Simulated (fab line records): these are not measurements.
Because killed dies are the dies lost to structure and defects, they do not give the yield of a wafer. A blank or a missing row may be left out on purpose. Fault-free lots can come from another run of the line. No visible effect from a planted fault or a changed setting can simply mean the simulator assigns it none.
fab line records	flow nand_harc
[record] lots = 13	wafers = 39	last_day = 24
route steps=1159 shown A_WL_FILL@824 A_CONTACT@840
lots with no fault: from the same line, run without faults
start_h: hours from the record's first day to the start of the lot's first wafer shown	wait_h: hours elapsed since this lot's preceding step	" same as the row above	L1.1+2: several wafers, shown together as one row	- no value present, or no start provided	* or withheld: withheld	< > ~ a bound
route shown NAME@n: a module of which the file shows steps, and the number in the route of the first	usual: the fault-free wafers' mean and standard deviation	same: alike in all rows	chamber/n: place in a boat	sites: per-site readings	_std_site: how widely they spread, as a standard deviation	_edge_site: the outer-site mean with the inner-site mean subtracted	radius_mm: for every site, how far away it sits from the centre of the wafer	mask NAME#n: copy n	behind: tool/chamber where the wafer was last shaped	hold: cause of the lot's hold/its duration in hours/its outcome	device: whichever transistor did not switch (one of n, p or np)	end of line: tests of these same wafers at the route's end	step lacking rows: just its recipe	killed: dies lost to structure and defects at the first sort, not the wafer's yield	map: dies across one wafer; x = killed, . = not, _ = none there
set.NAME: the setting as run; set.NAME@STEP: as run at that earlier step	model.NAME: the simulator's own value behind a step, which no gauge read
a sample of lots followed through the steps of the route, with each step as a table and each wafer as a row
services: from which hour (start_h, from the record's first day; less than 0 if before it) a tool's chamber was out of use, for how many hours, and why
[[steps]]
[step NHARC_A_WL_FILL_STRIP_29]
[recipe] time_s = 20	o2_flow_sccm = 500	ar_flow_sccm = 0	bias_w = 0	chemistry = O2
[usual] drypump_motor_current_A = 6.0/0.32	oes_product_au = 0.998/0.012	rf_vpp_V = 57.7/0.89	showerhead_plenum_p_Torr = 3.54/0.14	throttle_valve_pct = 17.035/0.009
lot.wafer	tool	chamber	start_h	wait_h	drypump_motor_current_A	oes_product_au	rf_hours_counter_h	rf_vpp_V	showerhead_plenum_p_Torr	throttle_valve_pct
L372.3	rie_diel-10	1	349.64	0.1	5.8	0.999	4.0	58.8	3.80	17.026
L372.4	"	0	"	"	6.1	0.996	3.8	58.0	3.55	17.031
L372.5	"	1	"	"	5.8	1.005	-	57.9	3.80	17.042
L373.4	rie_diel-09	1	349.68	0.1	5.5	0.982	4.2	58.1	3.46	17.042
L373.2	"	3	"	"	6.4	1.005	3.1	57.4	3.50	17.036
L373.5	"	1	"	"	5.5	0.979	-	58.2	3.46	17.035
L375.4	rie_diel-02	0	364.89	0.1	5.7	0.999	2.3	58.5	3.60	17.037
L375.1	"	1	"	"	6.3	0.991	1.9	57.4	3.29	17.039
L375.5	"	0	"	"	5.7	0.992	-	57.7	3.60	17.038
L376.1	rie_diel-09	3	370.39	0.1	6.3	1.020	4.1	56.8	3.50	17.033
L376.3	"	0	"	"	6.3	0.995	3.6	59.3	3.70	17.037
L376.4	"	1	"	"	5.5	0.977	5.2	56.3	3.46	17.042
L378.2	rie_diel-10	1	379.08	0.1	5.8	0.999	0.2	58.4	3.80	17.038
L378.6	"	1	"	"	5.8	1.007	-	59.9	3.80	17.049
L378.5	"	2	"	"	6.0	0.970	-	58.2	3.36	17.023
L379.4	rie_diel-09	3	387.87	0.1	6.3	1.002	4.7	58.8	3.50	17.025
L379.2	"	0	"	"	6.3	0.993	4.0	57.8	3.70	17.024
L379.6	"	3	"	"	6.3	1.008	-	57.2	3.50	17.028
L380.2	rie_diel-09	1	403.58	0.1	5.5	0.979	6.0	57.9	3.46	17.042
L380.1	"	2	"	"	5.5	0.983	6.2	57.7	3.42	17.045
L380.6	"	2	"	"	5.5	1.003	-	56.4	3.42	17.028
L382.3	rie_diel-02	2	403.64	0.1	5.5	1.001	6.1	58.6	3.74	17.015
L382.4	"	3	"	"	5.8	0.989	5.5	58.7	3.70	17.025
L382.1	"	1	"	"	6.2	0.982	6.0	55.7	3.29	17.025
L381.3	rie_diel-10	3	403.65	0.1	6.2	1.016	1.0	58.9	3.53	17.038
L381.4	"	0	"	"	6.1	1.005	0.9	58.8	3.55	17.006
L381.5	"	3	"	"	6.2	1.005	-	58.3	3.53	17.040
L389.3	rie_diel-09	3	443.82	0.1	6.3	1.014	0.1	57.7	3.50	17.034
L389.4	"	0	"	"	6.4	1.007	0.1	57.6	3.70	17.034
L389.5	"	0	"	"	6.4	0.996	-	57.5	3.70	17.049
L391.1	rie_diel-09	0	457.87	0.1	6.3	1.001	0.4	56.5	3.70	17.030
L391.3	"	3	"	"	6.3	1.007	0.4	55.8	3.50	17.020
L391.5	"	1	"	"	5.5	0.970	-	57.5	3.46	17.048
L390.3	rie_diel-02	2	457.98	0.3	5.5	1.002	10.4	58.7	3.74	17.036
L390.5	"	3	"	"	5.8	1.019	-	58.6	3.70	17.022
L390.6	"	0	"	"	5.7	1.021	-	58.0	3.59	17.047
L395.2	rie_diel-10	3	485.22	0.1	6.2	1.001	2.7	56.7	3.53	17.043
L395.1	"	1	"	"	5.8	0.979	2.5	57.9	3.79	17.036
L395.6	"	2	"	"	6.0	0.972	-	58.9	3.36	17.050
[step NHARC_A_CONTACT_DEP_24]
[recipe] target_thk_a = 5000	temp_c = 400	pressure_torr = 6.5	rf_w = 900	teos_flow_sccm = 161.4	flow_sccm = 2650	target_thk_nm = 500	gas = O2	material = SiO2
[usual] heater_power_w = 562/86	rf_fwd_power_W = 898.4/2.5	showerhead_vpp_V = 1884/53	throttle_valve_pct = 16.2/0.49
lot.wafer	tool	chamber	start_h	wait_h	heater_power_w	rf_fwd_power_W	showerhead_vpp_V	throttle_valve_pct
L373.2	pecvd-03	2	361.32	0.2	586	894.7	1804	16.7
L373.5	"	0	"	"	491	904.3	1869	15.8
L373.4	"	1	"	"	599	900.5	1892	15.9
L372.3	pecvd-03	2	363.09	0.1	567	897.6	1809	16.7
L372.5	"	2	"	"	567	898.9	1812	16.4
L372.4	"	1	"	"	520	897.8	1930	16.0
L375.1	pecvd-03	0	376.40	0.1	553	896.7	1885	15.9
L375.4	"	0	"	"	556	894.5	1914	15.8
L375.5	"	2	"	"	634	899.8	1798	16.7
L376.1	pecvd-03	1	386.30	0.4	662	898.7	1916	15.6
L376.3	"	2	"	"	476	900.5	1820	16.5
L376.4	"	2	"	"	515	897.9	1816	16.8
L378.2	pecvd-01	1	391.57	0.4	726	899.5	1809	16.2
L378.6	"	2	"	"	562	904.2	1988	16.1
L378.5	"	0	"	"	641	897.7	1889	16.2
L379.2	pecvd-01	1	401.46	0.2	800	896.4	1843	16.4
L379.4	"	2	"	"	539	897.2	1955	16.4
L379.6	"	1	"	"	612	897.4	1789	16.5
L380.1	pecvd-04	0	415.56	0.1	541	898.9	1860	16.4
L380.2	"	1	"	"	458	898.5	1931	16.7
L380.6	"	0	"	"	590	901.4	1843	16.4
L382.3	pecvd-04	1	419.89	0.1	433	897.6	1897	16.8
L382.1	"	2	"	"	456	892.0	1965	15.6
L382.4	"	2	"	"	482	894.9	1920	15.5
L381.3	pecvd-03	2	420.60	0.1	497	894.9	1780	16.7
L381.4	"	2	"	"	530	895.1	1800	16.7
L381.5	"	0	"	"	491	898.5	1875	16.0
L389.3	pecvd-04	2	455.19	0.1	492	896.5	1951	15.5
L389.4	"	1	"	"	362	1259.6	2258	16.9
L389.5	"	0	"	"	595	901.9	1841	16.5
L391.1	pecvd-01	1	469.04	0.1	637	900.3	1825	16.3
L391.3	"	0	"	"	681	896.1	1872	15.3
L391.5	"	2	"	"	448	894.4	1933	16.1
L390.3	pecvd-04	2	469.61	0.2	552	894.8	2016	15.7
L390.6	"	0	"	"	583	898.0	1829	16.6
L390.5	"	1	"	"	293	1255.4	2256	17.1
L395.1	pecvd-03	0	498.57	0.1	479	903.8	1862	15.7
L395.2	"	1	"	"	698	899.5	1905	16.2
L395.6	"	2	"	"	615	898.1	1839	16.4
[step NHARC_A_CONTACT_ETCH_115]
[recipe] source_w = withheld	pressure_mtorr = 20	bias_v = 3000	time_s = 94	target_depth_a = 9220	ar_flow_sccm = withheld	c4f8_flow_sccm = withheld	o2_flow_sccm = withheld	chemistry = C4F8/O2/Ar
lot.wafer	tool	chamber	start_h	wait_h	rf_hours_counter_h
L373.2	har_cap_etch-02	0	368.67	0.1	8
L373.4	"	1	"	"	-
L373.5	"	1	"	"	-
L372.4	har_cap_etch-03	1	369.42	0.1	-
L372.3	"	0	"	"	-
L372.5	"	1	"	"	-
L375.1	har_cap_etch-03	1	381.77	0.1	88
L375.4	"	1	"	"	-
L375.5	"	1	"	"	-
L376.1	har_cap_etch-03	0	391.89	0.1	90
L376.3	"	1	"	"	-
L376.4	"	0	"	"	-
L378.2	har_cap_etch-03	0	397.29	0.1	91
L378.5	"	1	"	"	-
L378.6	"	0	"	"	-
L379.2	har_cap_etch-03	1	408.37	0.1	93
L379.4	"	1	"	"	-
L379.6	"	0	"	"	-
L380.1	har_cap_etch-03	1	422.09	0.1	95
L380.2	"	0	"	"	95
L380.6	"	1	"	"	-
L382.1	har_cap_etch-01	0	425.42	0.1	66
L382.4	"	1	"	"	-
L382.3	"	0	"	"	-
L381.4	har_cap_etch-03	1	428.06	0.1	-
L381.3	"	0	"	"	-
L381.5	"	1	"	"	-
L389.3	har_cap_etch-02	0	460.77	0.1	-
L389.4	"	1	"	"	-
L389.5	"	0	"	"	-
L391.1	har_cap_etch-01	0	474.87	0.1	77
L391.3	"	1	"	"	-
L391.5	"	1	"	"	-
L390.3	har_cap_etch-03	1	475.90	0.1	-
L390.5	"	0	"	"	-
L390.6	"	1	"	"	-
L395.2	har_cap_etch-03	0	504.42	0.1	109
L395.1	"	1	"	"	109
L395.6	"	0	"	"	-
[step NHARC_A_CONTACT_ETCH_118]
[recipe] source_w = withheld	pressure_mtorr = 20	bias_v = 3000	time_s = 94	target_depth_a = 9220	ar_flow_sccm = withheld	c4f8_flow_sccm = withheld	o2_flow_sccm = withheld	chemistry = C4F8/O2/Ar
lot.wafer	tool	chamber	start_h	wait_h	rf_hours_counter_h
L373.2	har_cap_etch-02	0	368.95	0.1	8
L373.4	"	1	"	"	-
L373.5	"	1	"	"	-
L372.4	har_cap_etch-03	1	369.69	0.1	-
L372.3	"	0	"	"	-
L372.5	"	1	"	"	-
L375.1	har_cap_etch-03	1	382.05	0.1	88
L375.4	"	1	"	"	-
L375.5	"	1	"	"	-
L376.1	har_cap_etch-03	0	392.16	0.1	90
L376.3	"	1	"	"	-
L376.4	"	0	"	"	-
L378.2	har_cap_etch-03	0	397.57	0.1	91
L378.5	"	1	"	"	-
L378.6	"	0	"	"	-
L379.2	har_cap_etch-03	1	408.64	0.1	94
L379.4	"	1	"	"	-
L379.6	"	0	"	"	-
L380.1	har_cap_etch-03	1	422.36	0.1	95
L380.2	"	0	"	"	95
L380.6	"	1	"	"	-
L382.1	har_cap_etch-01	0	425.70	0.1	66
L382.4	"	1	"	"	-
L382.3	"	0	"	"	-
L381.4	har_cap_etch-03	1	428.33	0.1	-
L381.3	"	0	"	"	-
L381.5	"	1	"	"	-
L389.3	har_cap_etch-02	0	461.06	0.1	-
L389.4	"	1	"	"	-
L389.5	"	0	"	"	-
L391.1	har_cap_etch-01	0	475.15	0.1	78
L391.3	"	1	"	"	-
L391.5	"	1	"	"	-
L390.3	har_cap_etch-03	1	476.26	0.1	-
L390.5	"	0	"	"	-
L390.6	"	1	"	"	-
L395.2	har_cap_etch-03	0	504.70	0.1	109
L395.1	"	1	"	"	109
L395.6	"	0	"	"	-
[[services]]
tool	chamber	start_h	hours	kind
rie_diel-02	-	327.70	9.0	pm
rie_diel-09	-	329.72	0.4	repair
rie_diel-09	0	336.60	-	clean
rie_diel-09	1	336.60	-	clean
rie_diel-09	2	336.60	-	clean
rie_diel-09	0	342.52	5.1	repair
rie_diel-02	1	344.12	2.8	repair
rie_diel-10	-	353.50	9.0	pm
rie_diel-09	0	372.51	3.0	repair
rie_diel-10	0	372.66	6.3	repair
pecvd-04	-	376.32	13.0	pm
rie_diel-09	-	390.25	0.7	repair
rie_diel-02	-	392.10	1.8	repair
rie_diel-10	-	392.80	0.1	repair
rie_diel-09	3	404.75	5.5	repair
har_cap_etch-02	-	407.79	0.4	repair
pecvd-01	-	418.00	13.0	pm
rie_diel-09	-	431.10	9.0	pm
rie_diel-10	-	457.48	0.5	repair
pecvd-01	1	457.64	9.6	repair
rie_diel-09	1	472.46	2.5	repair
pecvd-03	-	473.31	13.0	pm
pecvd-01	1	499.41	4.8	repair
rie_diel-02	-	504.70	9.0	pm
[[key]]
[first_sign] step = NHARC_A_CONTACT_DEP_24	reading = rf_fwd_power_W	direction = up	sigmas = 99+	usual = *	struck = *
[effect] step = NHARC_A_CONTACT_DEP_24	reading = showerhead_vpp_V	direction = up	sigmas = 7.1	usual = 1884	struck = 2257
met_at NHARC_A_CONTACT_DEP_24
struck_lots L389,L390
struck_wafers L389.4,L390.5
tester_left_out L389,L390
not_acting_at NHARC_A_WL_FILL_STRIP_29,NHARC_A_CONTACT_ETCH_115,NHARC_A_CONTACT_ETCH_118
onset_between 419.89 455.19
[fault] kind = process_parameter_drift	tool = pecvd-04	chamber = 1	onset_h = 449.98	steps = NHARC_A_CONTACT_DEP_24	channel = rf_w	offset = *	shape = step	end_h = 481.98	acts_in = *	stated = *
// tester_left_out: of these lots the tester's yield and bins aren't shown, on N5 and GAA mostly nor the transistor test; their killed dies are dies lost to structure and defects alone, not to doping, threshold or leakage, so they don't give the yield
